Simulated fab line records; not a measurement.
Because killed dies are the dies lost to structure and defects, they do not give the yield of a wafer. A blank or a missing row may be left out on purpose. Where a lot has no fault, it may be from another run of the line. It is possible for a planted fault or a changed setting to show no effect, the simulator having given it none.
A lot that was struck, set against a sound lot -- flow n5-finfet -- 15 steps out of a route of 1938
Sound: these wafers, L319.3, L319.4, L319.6. Struck: wafers L329.3, L329.5. (L329.4 of the same lot was not struck and is left out.) The cause comes at the end.
Each step with rows lists, per side, the tool, then ch with its chambers, then its first start. Under that, the readings that differ: sound wafers -- struck wafers -- difference of the means -- sigmas: that difference in standard deviations of wafers without a fault.
alike: same words and numbers on both sides, and readings whose means sit less than 2 such deviations apart. not compared: any withheld reading, any reading some wafer has no value for, any bound like >300 that may hide the same value, and any number with overlapping values for which the record gives no deviation.
Wherever a step has rows on one side only, a row that says differs or no value, or a row with sigmas, the two part there. Numbers that don't overlap but have no deviation are shown without sigmas and don't part them. A reading that every wafer of one side lacks parts them only if that side has two wafers or more.

first, 8 steps without rows for these wafers: N5_MIM_TOP_LITHO_HMDS_01 (time 60 s); N5_MIM_TOP_LITHO_COAT_02; N5_MIM_TOP_LITHO_EBR_04; N5_MIM_TOP_LITHO_SOFTBAKE_03 (time 90 s); N5_MIM_TOP_LITHO_EXPOSE_05 (exposes mask MIM TOP, target cd 2000 nm); N5_MIM_TOP_LITHO_PEB_06; N5_MIM_TOP_LITHO_DEVELOP_07 (develop time 60 s); N5_MIM_TOP_LITHO_HARDBAKE_09 (time 120 s).
N5_MIM_TOP_LITHO_CD_MEAS_08: the cd target is 2000 nm.
  sound on cd-sem-02 ch 0, day 13 07:58; struck on cd-sem-03 ch 0, day 17 06:14
  alike: cd-nm
N5_MIM_TOP_LITHO_OVL_MEAS_11:
  sound on overlay-01 ch 0, day 13 08:00; struck on overlay-02 ch 0, day 17 06:16
  alike: MIM_TOP_OVL
N5_MIM_TOP_LITHO_INSPECT_12: inspects for defects (macro).
  struck on defect-inspect-01, day 17 06:17; sound on defect-inspect-01, day 13 08:01
  alike: raw-defect-count
N5_MIM_TOP_LITHO_DESCUM_10: chemistry O2, time 7.9 s.
  sound on rie-diel-05 ch 0,1,3, day 13 08:04; struck on rie-diel-03 ch 0, day 17 06:25
  alike: drypump-motor-current-A, oes-product-au, rf-vpp-V, showerhead-plenum-p-Torr, temp-c, throttle-valve-pct
  not compared: rf-hours-counter-h
N5_MIM_TOP_ETCH_ETCH_00: etches TiN in Cl2/BCl3, target depth 38.5 nm.
  sound on rie-metal-03 ch 0,1, day 13 08:11; struck on rie-metal-03 ch 0, day 17 06:32
reading,sound,struck,difference,sigmas
bias-w (W),127.0 126.3 126.2,146.9 146.7,+20.3,+56
model.etch.depth-nm (nm),38.82 38.34 38.89,40.56 40.65,+1.92,
model.MIM_TOP_ETCH.feature-depth-nm (nm),38.8 38.4 38.8,40.6 40.6,+1.9,
  alike: drypump-motor-current-A, mfc-ar-sccm, oes-product-au, throttle-valve-pct
  not compared: rf-hours-counter-h
N5_MIM_TOP_ETCH_STRIP_01: strips in O2.
  sound on rie-diel-04 ch 0,1,2, day 13 08:18; struck on rie-diel-06 ch 0,1, day 17 06:38
  alike: drypump-motor-current-A, oes-product-au, rf-vpp-V, showerhead-plenum-p-Torr, temp-c, throttle-valve-pct
  not compared: rf-hours-counter-h
following that, these wafers have no rows for 1 step: N5_PASSIVATION_PROBE_49.

== WHERE THEY PART ==
Only at N5_MIM_TOP_ETCH_ETCH_00, within this record. Later steps at which nothing parts them and some readings are alike: N5_MIM_TOP_ETCH_STRIP_01.

WHY: whatever the simulator had introduced
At N5_MIM_TOP_ETCH_ETCH_00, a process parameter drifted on rie-metal-03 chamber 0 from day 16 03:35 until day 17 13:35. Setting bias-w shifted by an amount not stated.
